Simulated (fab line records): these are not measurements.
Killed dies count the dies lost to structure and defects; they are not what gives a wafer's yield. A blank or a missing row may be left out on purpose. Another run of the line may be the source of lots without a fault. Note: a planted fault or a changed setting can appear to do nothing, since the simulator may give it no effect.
The tool behind it: which one? | flow nand_harc | 24 lots with 72 wafers sampled at 4 steps, on a route of 1159 steps

## WHAT EACH GAUGE READ, for each wafer
NHARC_A_CONTACT_CD_MEAS_69: the cd target is 200 nm. Usual: cd_nm at 200.2 nm, with a standard deviation of 0.58.
lot  | measured     | on        | cd_nm (nm)        | flag
L074 | day 16 15:37 | cd_sem-02 | 199.5 200.5 199.9 |
L076 | day 17 18:51 | cd_sem-01 | 200.8 201.3 200.5 |
L075 | day 18 02:32 | cd_sem-01 | 200.2 200.2 199.9 |
L077 | day 18 08:26 | cd_sem-01 | 198.9 200.2 199.7 |
L078 | day 18 00:29 | cd_sem-01 | 199.8 200.0 200.4 |
L081 | day 18 09:43 | cd_sem-01 | 200.6 200.4 200.8 |
L080 | day 18 20:05 | cd_sem-01 | 201.9 201.3 200.9 |
L082 | day 18 21:52 | cd_sem-01 | 200.1 200.6 200.5 |
L079 | day 19 01:34 | cd_sem-01 | 200.1 200.3 199.4 |
L083 | day 19 09:06 | cd_sem-01 | 201.1 200.3 200.3 |
L086 | day 19 13:29 | cd_sem-02 | 199.6 199.1 199.4 |
L084 | day 19 06:47 | cd_sem-01 | 199.4 200.1 199.5 |
L087 | day 19 18:32 | cd_sem-03 | 200.8 199.8 200.5 |
L085 | day 19 17:57 | cd_sem-02 | 200.6 200.6 198.9 |
L089 | day 20 06:52 | cd_sem-02 | 199.4 199.5 200.7 |
L088 | day 21 02:11 | cd_sem-02 | 200.2 199.8 200.2 |
L091 | day 20 22:31 | cd_sem-02 | 199.3 200.0 199.6 |
L093 | day 21 00:49 | cd_sem-02 | 199.9 199.2 200.3 |
L090 | day 21 06:07 | cd_sem-03 | 201.1 200.3 200.6 |
L092 | day 21 07:51 | cd_sem-01 | 200.3 201.0 199.7 |
L094 | day 21 16:29 | cd_sem-02 | 199.7 200.5 200.1 |
L096 | day 21 16:20 | cd_sem-01 | 200.3 200.0 200.2 |
L095 | day 21 21:52 | cd_sem-01 | 199.9 200.5 200.1 |
L097 | day 22 16:43 | cd_sem-03 | 199.7 201.0 199.6 |

NHARC_A_CONTACT_INSPECT_71. Usual: raw_defect_count at 28, with a standard deviation of 12.
lot  | measured     | on                | raw_defect_count | flag
L074 | day 16 15:45 | defect_inspect-01 | 22 24 32         |
L076 | day 17 18:58 | defect_inspect-01 | 27 30 20         |
L075 | day 18 02:39 | defect_inspect-02 | 30 20 24         |
L077 | day 18 08:33 | defect_inspect-01 | 13 19 27         |
L078 | day 18 00:37 | defect_inspect-01 | 32 24 27         |
L081 | day 18 09:50 | defect_inspect-02 | 50 35 29         |
L080 | day 18 20:12 | defect_inspect-02 | 12 10 14         |
L082 | day 18 21:59 | defect_inspect-01 | 25 21 32         |
L079 | day 19 01:41 | defect_inspect-01 | 15 10 18         |
L083 | day 19 09:13 | defect_inspect-02 | 20 12 17         |
L086 | day 19 13:37 | defect_inspect-02 | 44 52 44         |
L084 | day 19 06:55 | defect_inspect-02 | 38 34 24         |
L087 | day 19 18:39 | defect_inspect-01 | 16 9 10          |
L085 | day 19 18:05 | defect_inspect-02 | 38 42 39         |
L089 | day 20 07:00 | defect_inspect-01 | 14 13 8          |
L088 | day 21 02:19 | defect_inspect-02 | 40 43 46         |
L091 | day 20 22:38 | defect_inspect-02 | 28 30 19         |
L093 | day 21 00:56 | defect_inspect-02 | 30 20 31         |
L090 | day 21 06:14 | defect_inspect-02 | 33 29 31         |
L092 | day 21 07:59 | defect_inspect-02 | 28 40 37         |
L094 | day 21 16:37 | defect_inspect-02 | 27 32 35         |
L096 | day 21 16:28 | defect_inspect-02 | 13 20 14         |
L095 | day 21 21:59 | defect_inspect-01 | 56 49 50         |
L097 | day 22 16:50 | defect_inspect-01 | 42 38 39         |

## WHAT TOOL EACH LOT RAN ON (gives the tool, then ch and the chambers of the sampled wafers, and finally the start)
lot  | NHARC_A_WL_FILL_ALD_00           | NHARC_A_CONTACT_ETCH_117
L074 | ald_hk-01 ch 0,2, day 14 17:42   | har_cap_etch-01 ch 0,1, day 16 10:52
L076 | ald_hk-02 ch 0,2,3, day 15 23:19 | har_cap_etch-02 ch 0,1, day 17 13:57
L075 | ald_hk-01 ch 1,2,3, day 15 23:21 | har_cap_etch-03 ch 0,1, day 17 20:47
L077 | ald_hk-04 ch 0,2,3, day 15 23:26 | har_cap_etch-01 ch 0,1, day 18 01:02
L078 | ald_hk-01 ch 0,3, day 15 23:29   | har_cap_etch-01 ch 0,1, day 17 18:14
L081 | ald_hk-01 ch 0,1,3, day 16 04:10 | har_cap_etch-03 ch 0,1, day 18 02:16
L080 | ald_hk-02 ch 1,2, day 16 12:20   | har_cap_etch-02 ch 0,1, day 18 08:17
L082 | ald_hk-02 ch 0,1,2, day 16 19:07 | har_cap_etch-01 ch 0,1, day 18 14:14
L079 | ald_hk-02 ch 1,2, day 16 19:17   | har_cap_etch-02 ch 0,1, day 18 19:42
L083 | ald_hk-02 ch 0,1, day 17 02:47   | har_cap_etch-03 ch 0, day 19 04:20
L086 | ald_hk-02 ch 1,2,3, day 17 13:56 | har_cap_etch-03 ch 0,1, day 19 08:26
L084 | ald_hk-01 ch 0,1,3, day 17 13:58 | har_cap_etch-01 ch 0,1, day 19 02:04
L087 | ald_hk-02 ch 0,1,2, day 18 00:46 | har_cap_etch-03 ch 0,1, day 19 13:32
L085 | ald_hk-02 ch 1,2, day 18 06:05   | har_cap_etch-02 ch 0,1, day 19 13:10
L089 | ald_hk-01 ch 0,1,2, day 18 12:13 | har_cap_etch-02 ch 0,1, day 20 02:04
L088 | ald_hk-02 ch 0,1,3, day 19 01:07 | har_cap_etch-03 ch 0,1, day 20 19:10
L091 | ald_hk-04 ch 0,1,2, day 19 01:11 | har_cap_etch-02 ch 0,1, day 20 16:08
L093 | ald_hk-04 ch 2,3, day 19 01:16   | har_cap_etch-01 ch 1, day 20 18:26
L090 | ald_hk-02 ch 1,2,3, day 19 01:18 | har_cap_etch-02 ch 0,1, day 20 22:36
L092 | ald_hk-02 ch 0,1,2, day 19 04:30 | har_cap_etch-01 ch 0,1, day 21 00:24
L094 | ald_hk-01 ch 2,3, day 19 08:52   | har_cap_etch-02 ch 0,1, day 21 07:00
L096 | ald_hk-04 ch 0,1, day 19 20:20   | har_cap_etch-03 ch 0,1, day 21 06:29
L095 | ald_hk-04 ch 0,1,3, day 19 20:32 | har_cap_etch-02 ch 0,1, day 21 17:07
L097 | ald_hk-04 ch 0,1,3, day 20 19:55 | har_cap_etch-03 ch 0,1, day 22 11:55
- NHARC_A_WL_FILL_ALD_00: deposits Al2O3, target thk 3 nm, pulse time 3 s, ald cycles 30.
- NHARC_A_CONTACT_ETCH_117: etches the open film in C4F8/O2/Ar, time 94 s, target depth 922 nm.

## WHAT THE TOOLS THEMSELVES READ (means of the sampled wafers that have a number; where no wafer has one, the mark that the record gives instead)
NHARC_A_WL_FILL_ALD_00. Usual: heater_power_w 460 W, standard deviation 52; precursor_pulse_height_rel 0.999, standard deviation 0.02.
lot  | tool      | heater_power_w (W) | precursor_pulse_height_rel | flag
L074 | ald_hk-01 | 424                | 1.003                      |
L076 | ald_hk-02 | 492                | 1.009                      |
L075 | ald_hk-01 | 426                | 1.004                      |
L077 | ald_hk-04 | 495                | 0.991                      |
L078 | ald_hk-01 | 447                | 0.985                      |
L081 | ald_hk-01 | 430                | 0.982                      |
L080 | ald_hk-02 | 480                | 1.002                      |
L082 | ald_hk-02 | 456                | 0.993                      |
L079 | ald_hk-02 | 452                | 0.992                      |
L083 | ald_hk-02 | 411                | 0.978                      |
L086 | ald_hk-02 | 485                | 1.007                      |
L084 | ald_hk-01 | 424                | 1.002                      |
L087 | ald_hk-02 | 455                | 1.009                      |
L085 | ald_hk-02 | 444                | 1.021                      |
L089 | ald_hk-01 | 416                | 0.993                      |
L088 | ald_hk-02 | 468                | 0.995                      |
L091 | ald_hk-04 | 485                | 0.988                      |
L093 | ald_hk-04 | 515                | 0.988                      |
L090 | ald_hk-02 | 487                | 1.004                      |
L092 | ald_hk-02 | 447                | 0.989                      |
L094 | ald_hk-01 | 420                | 0.987                      |
L096 | ald_hk-04 | 451                | 0.989                      |
L095 | ald_hk-04 | 462                | 0.987                      |
L097 | ald_hk-04 | 464                | 0.991                      |

## THE ANSWER, worked out from the rows above alone
Rule: take the mean of a lot's wafers that have a number; if it is more than 3 standard deviations from the usual mean, the lot is off. A lot without any number at a reading at which 4 lots or more have one is off too. All remaining lots with rows at the step are treated as sound. After the gauges, taken in route order, come the tools' own readings; for these a lot's mean is taken, as printed above. The first step at which some lot is off is used, and at that step the reading that is off furthest; a lot without a number counts as furthest.
Nothing can be told from this: no lot is off at any reading shown.

## WHAT THE SIMULATOR HAD PUT IN
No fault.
